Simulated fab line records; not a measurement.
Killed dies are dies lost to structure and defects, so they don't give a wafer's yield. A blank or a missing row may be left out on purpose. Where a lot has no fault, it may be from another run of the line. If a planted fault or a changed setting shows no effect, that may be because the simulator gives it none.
Chamber matching -- flow nand-harc -- ald-hk-04 running NHARC_A_CHANNEL_FILL_D1_ALD_25: 4 sister chambers
The step deposits SiOx, target thk 60 nm, pulse time 10 s, ald cycles 600. 4 wafers are shown with their chamber, then 12 later ones without.

## WAFERS, EACH WITH ITS CHAMBER
wafer,chamber,heater-power-w (W)
L088.1,3,516
L088.4,1,577
L090.3,2,497
L090.5,0,491

## WAFERS MISSING THEIR CHAMBER
wafer,heater-power-w (W)
L092.1,591
L092.4,513
L092.3,503
L093.4,508
L093.1,491
L093.6,500
L094.1,504
L094.2,581
L094.5,490
L095.3,515
L095.5,519
L095.6,498

## WHICH CHAMBER EACH WENT THROUGH
wafer,from the rows above,in truth
L092.1,1,1
L092.4,3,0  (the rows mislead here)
L092.3,can't be placed: 2 or 0 or 3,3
L093.4,can't be placed: 3 or 2 or 0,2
L093.1,can't be placed: 0 or 2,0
L093.6,can't be placed: 2 or 0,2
L094.1,can't be placed: 2 or 3 or 0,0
L094.2,1,1
L094.5,can't be placed: 0 or 2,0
L095.3,3,3
L095.5,3,3
L095.6,can't be placed: 2 or 0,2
4 of 12 placed correctly. Cannot be placed on the basis of these rows: 7; the candidates contain the true chamber in 7. Placed wrongly: 1.
How it was worked out, from the rows above alone: a wafer's distance from a chamber is the root of the sum, over the readings, of the square of ((its reading less the chamber's mean) divided by the reading's scatter). If the next closest chamber is less than 2 further off than the closest, the wafer can't be placed; otherwise it belongs to the closest. A chamber's mean is the mean of its shown wafers. The scatter: root of mean squared gap, hidden wafer to nearest shown wafer, with one shown wafer a chamber.
